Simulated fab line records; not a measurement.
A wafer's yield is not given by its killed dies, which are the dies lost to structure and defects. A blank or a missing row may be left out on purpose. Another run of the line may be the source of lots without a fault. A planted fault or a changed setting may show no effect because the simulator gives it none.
Matching of chambers | flow n5Finfet | aldMetal-04 running N5_BEOL_M3_ALD_84: 4 sister chambers
The step deposits TaN, pulse time 2 s, purge time 3 s, co reactant purge time 2 s. 8 wafers are shown with their chamber, then 10 later ones without.

## WAFERS PAIRED WITH THEIR CHAMBERS
wafer  | chamber | heaterPowerW (W)
L079.3 | 1       | 473
L084.1 | 2       | 354
L084.3 | 0       | 336
L088.3 | 3       | 405
L088.5 | 2       | 353
L088.6 | 1       | 466
L087.1 | 3       | 413
L087.2 | 0       | 329

## WAFERS MISSING THEIR CHAMBER
wafer  | heaterPowerW (W)
L087.3 | 468
L090.2 | 347
L090.4 | 413
L090.6 | 402
L094.2 | 456
L094.3 | 340
L094.5 | 347
L093.1 | 414
L093.2 | 469
L093.3 | 339

## EACH ONE'S CHAMBER
wafer  | from the rows above     | in truth
L087.3 | 1                       | 1
L090.2 | can't be placed: 2 or 0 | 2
L090.4 | 3                       | 3
L090.6 | 3                       | 3
L094.2 | 1                       | 1
L094.3 | can't be placed: 0 or 2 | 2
L094.5 | can't be placed: 2 or 0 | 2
L093.1 | 3                       | 3
L093.2 | 1                       | 1
L093.3 | can't be placed: 0 or 2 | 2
6 of 10 placed correctly. From these rows, 4 cannot be placed; in 4 the true chamber is one of the candidates. Number placed wrongly: 0.
How it was worked out, from the rows above alone: a wafer's distance from a chamber is the root of the sum, over the readings, of the square of ((its reading less the chamber's mean) divided by the reading's scatter). The wafer belongs to the nearest chamber; if the next one is less than 2 further off, it can't be placed. A chamber's mean is the mean of its shown wafers. The scatter is the square root of a quotient: the sum, over the shown wafers, of each reading's squared deviation from its chamber's mean, divided by wafers minus chambers.
